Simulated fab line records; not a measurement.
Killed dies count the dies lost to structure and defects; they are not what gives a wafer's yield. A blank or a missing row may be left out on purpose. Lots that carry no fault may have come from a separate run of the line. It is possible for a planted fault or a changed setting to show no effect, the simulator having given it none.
Comparing a struck lot with a sound one    flow n5 finfet    15 steps out of a route of 1938
Sound: these wafers, L773.1, L773.3, L773.6. Wafers struck: L769.5, L769.6. Last of all comes the cause.
For every step that has rows: the tool of each side, followed by ch and its chambers, followed by its first start. Under that, the readings that differ: sound wafers    struck wafers    difference of the means    sigmas: that difference in standard deviations of wafers without a fault.
alike: words and numbers the same on both sides, and readings whose means are apart by under 2 such deviations; not compared: readings that were withheld, readings missing a value for some wafer, numbers with overlapping values and no deviation given by the record, and bounds like >300 which may hide the same value.
A row with sigmas, a row that says differs or no value, or rows on one side alone: a step with any of these is where the two part. When numbers do not overlap yet have no deviation, they are printed without sigmas and do not part them. Lack of a reading on every wafer of one side parts them only where that side has two or more wafers.

first, 8 steps without rows for these wafers: N5_BEOL_M6_COAT_64 (time 60 s, resist thk 12 nm); N5_BEOL_M6_COAT_71 (time 60 s, resist thk 5 nm); N5_BEOL_M6_COAT_22 (resist thk 30 nm); N5_BEOL_M6_EBR_24; N5_BEOL_M6_SOFTBAKE_23 (time 60 s); N5_BEOL_M6_EXPOSE_25 (exposes mask V5, target cd 40 nm); N5_BEOL_M6_PEB_26 (peb time 60 s); N5_BEOL_M6_DEVELOP_27 (develop time 30 s).
N5_BEOL_M6_CD_MEAS_28: the cd target is 40 nm.
  sound on cd sem-01 ch 0, day 14 09:11; struck on cd sem-01 ch 0, day 13 06:55
  alike: cd nm
N5_BEOL_M6_OVL_MEAS_29:
  sound on overlay-02 ch 0, day 14 09:14; struck on overlay-02 ch 0, day 13 06:58
  alike: V5_OVL
N5_BEOL_M6_INSPECT_30: inspects for defects (brightfield).
  sound on defect inspect-02, day 14 09:18; struck on defect inspect-02, day 13 07:00
  alike: raw defect count
N5_BEOL_M6_DESCUM_33: chemistry O2, time 7 s.
  sound on rie diel-01 ch 2,3, day 14 09:20; struck on rie diel-05 ch 0,3, day 13 07:03
reading                sound           struck     difference  sigmas
oes product au (a.u.)  0.68 0.72 0.68  0.86 0.81  +0.14       +2
  alike: drypump motor current A, rf vpp V, showerhead plenum p Torr, throttle valve pct
  not compared: rf hours counter h
N5_BEOL_M6_ETCH_72: etches underlayer in N2/H2, target depth 6.5 nm, time 5.2 s.
  sound on rie diel-01 ch 2,3, day 14 09:22; struck on rie diel-05 ch 0,3, day 13 07:05
  no value came back on the struck wafers for any of 8 readings (bias w (W), chamber pressure mTorr (mTorr) and others); on the sound wafers bias w (W) reads 150.0 150.5 150.4
  not compared: rf hours counter h
N5_BEOL_M6_ETCH_65: etches SiARC in CF4, target depth 15.6 nm, time 26 s.
  sound on rie diel-01 ch 2,3, day 14 09:23; struck on rie diel-05 ch 0,3, day 13 07:06
reading                sound           struck     difference  sigmas
oes product au (a.u.)  0.58 0.62 0.58  0.75 0.69  +0.13       +2
  alike: bias w, cf4 flow sccm, drypump motor current A, etch rf on time s, rf vpp V, showerhead plenum p Torr, throttle valve pct
  not compared: rf hours counter h
-- record jumps: 4 days separate the struck wafers' starts on either side; left off in module BEOL_M6, taken up again in module PASSIVATION, whose first shown step is the route's number 1936 --
N5_PASSIVATION_PROBE_49:
  sound on prober-01, day 18 06:14; struck on prober-01, day 17 11:19
  alike: defect limited yield, killed_at_M0_to_M3, killed_at_M4_up, killed at contacts, killed at front end, killed at other, killed dies, killed open, killed short, sort_bin_5_function, sort_bin_6_memory, sort n pass, sort yield pct

WHERE THEY PART
At N5_BEOL_M6_DESCUM_33 first; at N5_BEOL_M6_ETCH_65 last (within this record only). Later steps at which nothing parts them and some readings are alike: N5_PASSIVATION_PROBE_49.

WHY: the cause the simulator had injected
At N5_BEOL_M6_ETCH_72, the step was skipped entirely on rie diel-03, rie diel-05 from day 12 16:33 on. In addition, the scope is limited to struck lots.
